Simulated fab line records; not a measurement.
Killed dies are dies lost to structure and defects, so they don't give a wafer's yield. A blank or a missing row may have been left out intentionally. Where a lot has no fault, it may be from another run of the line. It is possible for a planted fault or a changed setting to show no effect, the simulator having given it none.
Which tool is to blame? || flow nandHarc || 6 lots, 18 wafers sampled, at 1 step of a route of 1159

## WHAT THE GAUGES READ, wafer by wafer
NHARC_P_ZERO_WELL_CD_MEAS_11: target cd 500 nm.
{"lot": "L498", "measured": "day 2 01:23", "on": "cdSem-01", "cdNm (nm)": "497.0 499.8 500.4"}
{"lot": "L500", "measured": "day 2 13:31", "on": "cdSem-02", "cdNm (nm)": "497.9 497.2 498.2"}
{"lot": "L502", "measured": "day 3 01:08", "on": "cdSem-01", "cdNm (nm)": "500.5 498.9 501.2"}
{"lot": "L506", "measured": "day 4 01:16", "on": "cdSem-02", "cdNm (nm)": "498.3 499.2 500.6"}
{"lot": "L514", "measured": "day 6 01:15", "on": "cdSem-01", "cdNm (nm)": "503.5 500.8 500.6"}
{"lot": "L518", "measured": "day 7 01:14", "on": "cdSem-03", "cdNm (nm)": "500.2 500.9 499.8"}

## TOOL THAT RAN EACH LOT (tool first, then ch and the chambers of the sampled wafers, then the start)
The record holds no process step before these readings.

## THE ANSWER, worked out from the rows above alone
Rule: what is usual is taken from the lots themselves. Put in order of their means at a reading, lots are off if they are a third of the lots or fewer, leave a main group of 4 or more, and stand apart from it by a gap of 3 or more times the standard deviation of the main group's means; of several such gaps the widest counts. If all means in a main group match to the digits the tables above print for the reading, that group is not used. A lot without any number at a reading at which 4 lots or more have one is off too. The other lots that the step has rows for count as sound.
No lot is off on any of the readings shown, so nothing can be concluded from this.

## WHAT THE SIMULATOR HAD INSERTED
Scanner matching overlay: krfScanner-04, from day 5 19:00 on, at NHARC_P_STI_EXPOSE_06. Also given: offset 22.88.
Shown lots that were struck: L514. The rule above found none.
